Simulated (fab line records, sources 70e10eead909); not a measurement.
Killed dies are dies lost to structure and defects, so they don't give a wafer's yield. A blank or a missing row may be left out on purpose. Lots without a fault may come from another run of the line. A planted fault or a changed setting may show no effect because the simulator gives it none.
Which tool did it? | flow nand_harc | 23 lots, 69 wafers sampled, at 4 steps of a route of 1159

WHAT THE GAUGES READ, wafer by wafer
NHARC_P_BONDPAD_CD_MEAS_09: target cd 500 nm.
lot  | measured     | on        | cd_nm (nm)
L074 | day 6 00:37  | cd_sem-01 | 501.8 500.6 501.5
L075 | day 6 18:35  | cd_sem-03 | 501.4 499.9 500.0
L077 | day 6 20:37  | cd_sem-03 | 501.4 499.1 501.1
L078 | day 7 18:17  | cd_sem-02 | 500.5 501.5 499.6
L079 | day 7 18:58  | cd_sem-03 | 500.8 501.4 502.1
L080 | day 8 04:58  | cd_sem-01 | 503.6 501.1 501.2
L081 | day 8 09:42  | cd_sem-01 | 499.4 500.9 501.0
L082 | day 8 16:03  | cd_sem-01 | 499.6 499.4 500.5
L083 | day 8 16:40  | cd_sem-02 | 498.5 498.1 498.4
L084 | day 8 21:59  | cd_sem-02 | 499.9 500.4 501.6
L087 | day 9 12:25  | cd_sem-02 | 498.5 499.2 497.4
L085 | day 9 13:25  | cd_sem-02 | 498.4 499.8 500.3
L088 | day 9 16:29  | cd_sem-03 | 501.6 501.1 502.8
L086 | day 10 00:05 | cd_sem-02 | 502.1 501.7 503.6
L090 | day 10 11:14 | cd_sem-02 | 497.9 500.7 498.8
L089 | day 10 11:49 | cd_sem-02 | 500.9 500.3 499.0
L091 | day 10 18:45 | cd_sem-01 | 499.6 498.9 498.2
L092 | day 10 19:42 | cd_sem-01 | 502.3 501.1 501.7
L093 | day 10 20:18 | cd_sem-02 | 501.0 499.5 500.6
L094 | day 11 08:41 | cd_sem-02 | 500.8 501.9 499.7
L095 | day 11 10:38 | cd_sem-02 | 499.4 499.6 501.2
L097 | day 11 18:10 | cd_sem-02 | 500.9 502.2 501.6
L096 | day 11 18:22 | cd_sem-03 | 500.1 501.1 500.5

NHARC_P_BONDPAD_CD_MEAS_13.
lot  | measured     | on        | cd_nm (nm)
L074 | day 6 01:11  | cd_sem-03 | 501.6 500.0 500.4
L075 | day 6 19:07  | cd_sem-02 | 501.1 499.1 499.8
L077 | day 6 21:08  | cd_sem-03 | 501.4 499.4 501.4
L078 | day 7 18:49  | cd_sem-03 | 499.1 500.8 499.7
L079 | day 7 19:32  | cd_sem-03 | 499.1 501.3 501.0
L080 | day 8 05:29  | cd_sem-03 | 502.4 500.0 500.1
L081 | day 8 10:14  | cd_sem-02 | 498.9 501.7 501.1
L082 | day 8 16:34  | cd_sem-01 | 499.3 499.8 499.7
L083 | day 8 17:11  | cd_sem-01 | 497.5 497.4 497.6
L084 | day 8 22:31  | cd_sem-01 | 498.6 499.9 502.0
L087 | day 9 12:57  | cd_sem-02 | 497.1 497.9 495.9
L085 | day 9 13:58  | cd_sem-03 | 497.8 499.3 499.4
L088 | day 9 17:00  | cd_sem-03 | 501.4 500.3 502.6
L086 | day 10 00:37 | cd_sem-01 | 501.0 501.7 503.2
L090 | day 10 11:50 | cd_sem-01 | 497.8 500.7 498.2
L089 | day 10 12:22 | cd_sem-02 | 501.1 501.0 500.3
L091 | day 10 19:17 | cd_sem-02 | 498.6 498.8 498.1
L092 | day 10 20:14 | cd_sem-03 | 501.5 500.9 501.5
L093 | day 10 20:50 | cd_sem-02 | 500.9 500.1 500.7
L094 | day 11 09:26 | cd_sem-02 | 499.7 501.2 499.2
L095 | day 11 11:10 | cd_sem-03 | 498.5 498.4 500.9
L097 | day 11 18:42 | cd_sem-01 | 501.1 502.4 502.2
L096 | day 11 19:22 | cd_sem-02 | 499.5 500.4 499.9

WHICH TOOL RAN EACH LOT (tool, then ch and the chambers of the sampled wafers, then the start)
lot  | NHARC_P_M2_ETCH_35                 | NHARC_P_BONDPAD_DESCUM_11
L074 | rie_diel-07 ch 1,2,3, day 5 20:22  | rie_diel-06 ch 1,3, day 6 00:50
L075 | rie_diel-07 ch 1,2,3, day 6 14:26  | rie_diel-06 ch 0,1,3, day 6 18:48
L077 | rie_diel-07 ch 1,2,3, day 6 16:15  | rie_diel-05 ch 0,2, day 6 20:50
L078 | rie_diel-07 ch 0,1,2, day 7 13:17  | rie_diel-05 ch 0,2,3, day 7 18:31
L079 | rie_diel-04 ch 1,2, day 7 14:41    | rie_diel-06 ch 0,2, day 7 19:11
L080 | rie_diel-01 ch 0,2, day 8 00:40    | rie_diel-06 ch 0,1, day 8 05:11
L081 | rie_diel-07 ch 1,3, day 8 05:33    | rie_diel-06 ch 2,3, day 8 09:55
L082 | rie_diel-07 ch 0,1,2, day 8 11:55  | rie_diel-06 ch 0,1,3, day 8 16:16
L083 | rie_diel-04 ch 1,3, day 8 12:17    | rie_diel-06 ch 0,2, day 8 16:53
L084 | rie_diel-04 ch 0,1,3, day 8 16:56  | rie_diel-06 ch 0,2,3, day 8 22:12
L087 | rie_diel-07 ch 1,3, day 9 08:16    | rie_diel-05 ch 0,2,3, day 9 12:39
L085 | rie_diel-04 ch 0,1,3, day 9 09:10  | rie_diel-05 ch 1,3, day 9 13:39
L088 | rie_diel-07 ch 0,1,3, day 9 11:57  | rie_diel-06 ch 0,1,2, day 9 16:41
L086 | rie_diel-04 ch 0,2,3, day 9 19:36  | rie_diel-06 ch 2,3, day 10 00:18
L090 | rie_diel-04 ch 1,2,3, day 10 06:53 | rie_diel-10 ch 0,1,3, day 10 11:28
L089 | rie_diel-01 ch 0,1,2, day 10 07:27 | rie_diel-06 ch 0,1, day 10 12:02
L091 | rie_diel-01 ch 0,1,3, day 10 14:26 | rie_diel-06 ch 0,2,3, day 10 18:58
L092 | rie_diel-01 ch 1,2,3, day 10 15:33 | rie_diel-06 ch 1,2,3, day 10 19:55
L093 | rie_diel-04 ch 1,2,3, day 10 16:02 | rie_diel-06 ch 0,1,2, day 10 20:32
L094 | rie_diel-07 ch 1,3, day 11 03:54   | rie_diel-10 ch 0,2, day 11 09:08
L095 | rie_diel-07 ch 0,1,2, day 11 06:25 | rie_diel-10 ch 0,3, day 11 10:52
L097 | rie_diel-07 ch 1,2,3, day 11 13:52 | rie_diel-06 ch 1,2,3, day 11 18:24
L096 | rie_diel-07 ch 1,2, day 11 14:12   | rie_diel-10 ch 0,1,2, day 11 18:36
- NHARC_P_M2_ETCH_35: etches the open film in N2/H2, target depth 40 nm, overetch 12 nm, time 43.94 s.
- NHARC_P_BONDPAD_DESCUM_11: chemistry O2, time 3 s.

WHAT THE TOOLS THEMSELVES READ (means of the sampled wafers that have a number; where no wafer has one, the mark that the record gives instead)
NHARC_P_M2_ETCH_35.
lot  | tool        | drypump_motor_current_A (A) | mfc_ar_sccm (sccm) | oes_product_au (a.u.) | rf_vpp_V (V) | showerhead_plenum_p_Torr (Torr) | throttle_valve_pct (%)
L074 | rie_diel-07 | 5.5                         | 0.018              | 1.001                 | 428.2        | 2.00                            | 14.172
L075 | rie_diel-07 | 5.5                         | 0.018              | 1.000                 | 429.8        | 2.00                            | 14.177
L077 | rie_diel-07 | 5.5                         | 0.018              | 0.992                 | 429.6        | 2.00                            | 14.173
L078 | rie_diel-07 | 5.7                         | 0.007              | 0.992                 | 430.1        | 2.01                            | 14.177
L079 | rie_diel-04 | 6.3                         | 0.007              | 1.002                 | 428.9        | 1.98                            | 14.168
L080 | rie_diel-01 | 5.5                         | 0.000              | 1.002                 | 427.9        | 1.95                            | 14.172
L081 | rie_diel-07 | 5.2                         | 0.030              | 0.999                 | 429.2        | 2.01                            | 14.179
L082 | rie_diel-07 | 5.7                         | 0.007              | 1.001                 | 428.6        | 2.01                            | 14.167
L083 | rie_diel-04 | 5.4                         | 0.015              | 0.994                 | 432.6        | 2.12                            | 14.167
L084 | rie_diel-04 | 5.6                         | 0.022              | 1.002                 | 433.1        | 2.12                            | 14.171
L087 | rie_diel-07 | 5.2                         | 0.030              | 0.995                 | 430.1        | 2.01                            | 14.173
L085 | rie_diel-04 | 5.6                         | 0.022              | 1.003                 | 432.1        | 2.12                            | 14.170
L088 | rie_diel-07 | 5.4                         | 0.019              | 0.998                 | 429.6        | 2.02                            | 14.169
L086 | rie_diel-04 | 5.9                         | 0.016              | 1.005                 | 430.9        | 2.08                            | 14.175
L090 | rie_diel-04 | 5.9                         | 0.011              | 1.001                 | 433.2        | 2.05                            | 14.169
L089 | rie_diel-01 | 5.7                         | 0.013              | 0.997                 | 429.9        | 2.01                            | 14.175
L091 | rie_diel-01 | 5.5                         | 0.024              | 0.998                 | 429.2        | 2.00                            | 14.179
L092 | rie_diel-01 | 5.5                         | 0.024              | 1.001                 | 428.4        | 1.99                            | 14.175
L093 | rie_diel-04 | 5.9                         | 0.011              | 1.001                 | 431.1        | 2.05                            | 14.169
L094 | rie_diel-07 | 4.9                         | 0.023              | 0.997                 | 428.4        | 1.95                            | 14.167
L095 | rie_diel-07 | 5.7                         | 0.007              | 1.002                 | 429.7        | 2.01                            | 14.169
L097 | rie_diel-07 | 5.5                         | 0.018              | 0.996                 | 429.4        | 2.00                            | 14.175
L096 | rie_diel-07 | 5.9                         | 0.006              | 1.004                 | 428.3        | 1.98                            | 14.167

NHARC_P_BONDPAD_DESCUM_11.
lot  | tool        | drypump_motor_current_A (A) | mfc_ar_sccm (sccm) | oes_product_au (a.u.) | rf_vpp_V (V) | showerhead_plenum_p_Torr (Torr) | throttle_valve_pct (%)
L074 | rie_diel-06 | 6.0                         | 0.000              | 1.008                 | 57.4         | 1.89                            | 11.309
L075 | rie_diel-06 | 5.9                         | 0.008              | 0.995                 | 57.5         | 1.85                            | 11.318
L077 | rie_diel-05 | 5.6                         | 0.018              | 1.000                 | 58.4         | 1.89                            | 11.308
L078 | rie_diel-05 | 5.5                         | 0.017              | 1.003                 | 57.6         | 1.87                            | 11.314
L079 | rie_diel-06 | 5.5                         | 0.016              | 0.994                 | 57.7         | 1.87                            | 11.319
L080 | rie_diel-06 | 5.9                         | 0.008              | 1.002                 | 58.0         | 1.88                            | 11.310
L081 | rie_diel-06 | 5.7                         | 0.001              | 1.009                 | 57.3         | 1.88                            | 11.317
L082 | rie_diel-06 | 5.9                         | 0.008              | 1.001                 | 57.3         | 1.85                            | 11.319
L083 | rie_diel-06 | 5.4                         | 0.009              | 1.007                 | 58.7         | 1.93                            | 11.307
L084 | rie_diel-06 | 5.6                         | 0.008              | 1.003                 | 58.8         | 1.87                            | 11.304
L087 | rie_diel-05 | 5.4                         | 0.017              | 1.004                 | 58.8         | 1.87                            | 11.305
L085 | rie_diel-05 | 5.7                         | 0.004              | 0.998                 | 57.1         | 1.90                            | 11.312
L088 | rie_diel-06 | 5.6                         | 0.008              | 1.000                 | 57.2         | 1.90                            | 11.312
L086 | rie_diel-06 | 5.7                         | 0.001              | 0.999                 | 58.0         | 1.88                            | 11.307
L090 | rie_diel-10 | 5.3                         | 0.024              | 1.006                 | 57.5         | 1.96                            | 11.303
L089 | rie_diel-06 | 5.8                         | 0.008              | 1.004                 | 57.8         | 1.88                            | 11.318
L091 | rie_diel-06 | 5.6                         | 0.008              | 0.991                 | 57.3         | 1.87                            | 11.308
L092 | rie_diel-06 | 5.7                         | 0.001              | 1.001                 | 57.8         | 1.91                            | 11.314
L093 | rie_diel-06 | 5.6                         | 0.008              | 1.001                 | 57.6         | 1.90                            | 11.308
L094 | rie_diel-10 | 5.8                         | 0.036              | 1.005                 | 58.0         | 1.95                            | 11.315
L095 | rie_diel-10 | 5.2                         | 0.025              | 1.002                 | 58.2         | 1.87                            | 11.309
L097 | rie_diel-06 | 5.7                         | 0.001              | 1.007                 | 57.4         | 1.91                            | 11.314
L096 | rie_diel-10 | 5.6                         | 0.027              | 1.004                 | 58.0         | 1.97                            | 11.310

THE ANSWER, worked out from the rows above alone
Rule: what is usual is taken from the lots themselves. Put in order of their means at a reading, lots are off if they are a third of the lots or fewer, leave a main group of 4 or more, and stand apart from it by a gap of 3 or more times the standard deviation of the main group's means; of several such gaps the widest counts. A main group whose means are all the same, to the digits that the tables above print for the reading, isn't used. A lot without any number at a reading at which 4 lots or more have one is off too. The other lots that the step has rows for count as sound. The gauges are gone through in route order, then the tools' own readings, and for those a lot's mean is taken as printed above. The first step at which some lot is off is used, and at that step the reading that is off furthest; a lot without a number counts as furthest.
No lot is off at any reading shown: from this, nothing can be told.

WHAT THE SIMULATOR HAD PUT IN
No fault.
